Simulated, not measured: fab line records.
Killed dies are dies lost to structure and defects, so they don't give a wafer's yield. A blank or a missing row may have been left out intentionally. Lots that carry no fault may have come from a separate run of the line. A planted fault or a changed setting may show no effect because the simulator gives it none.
Matching of chambers ; flow nand-harc ; NHARC_A_STAIRCASE_DEP_417 on pecvd-04: 3 sister chambers
The step deposits Si3N4, target thk 60 nm. 14 wafers are shown with their chamber, then 7 later ones without.

## WAFERS PAIRED WITH THEIR CHAMBERS
wafer;chamber;heater-power-w (W);heater-power-outer-w (W)
L649.1;2;629;419
L649.3;0;830;427
L649.4;2;641;426
L651.1;1;822;529
L651.5;0;903;469
L651.6;2;663;423
L657.1;1;775;484
L657.4;2;657;447
L657.5;0;884;465
L664.1;2;634;417
L664.2;1;688;408
L664.3;0;948;497
L667.2;1;751;467
L667.3;2;673;460

SIGNATURES, as means of the wafers listed above
reading;chamber 0;chamber 1;chamber 2;scatter within a chamber
heater-power-w;891.25;759.00;649.50;40.5
heater-power-outer-w;464.50;472.00;432.00;32.4
Rule: distance of a wafer from a chamber = root of the sum over the readings of ((wafer's reading minus chamber's mean) / reading's scatter) squared. If the next closest chamber is less than 2 further off than the closest, the wafer can't be placed; otherwise it belongs to the closest. The scatter: the root of (the sum of the squares of (reading less its chamber's mean) over the shown wafers, divided by (wafers less chambers)).

## WAFERS MISSING THEIR CHAMBER
wafer;heater-power-w (W);heater-power-outer-w (W)
L667.5;775;473
L669.3;938;505
L669.5;926;504
L669.6;762;491
L668.1;826;532
L668.3;617;390
L668.4;610;399

## THE CHAMBER EACH PASSED THROUGH
wafer;from the rows above;in truth
L667.5;1;1
L669.3;0;0
L669.5;0;0
L669.6;1;1
L668.1;can't be placed: 1 or 0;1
L668.3;2;2
L668.4;2;2
Placed correctly: 6 of 7. From these rows, 1 cannot be placed; in 1 the true chamber is one of the candidates. Number placed wrongly: 0.
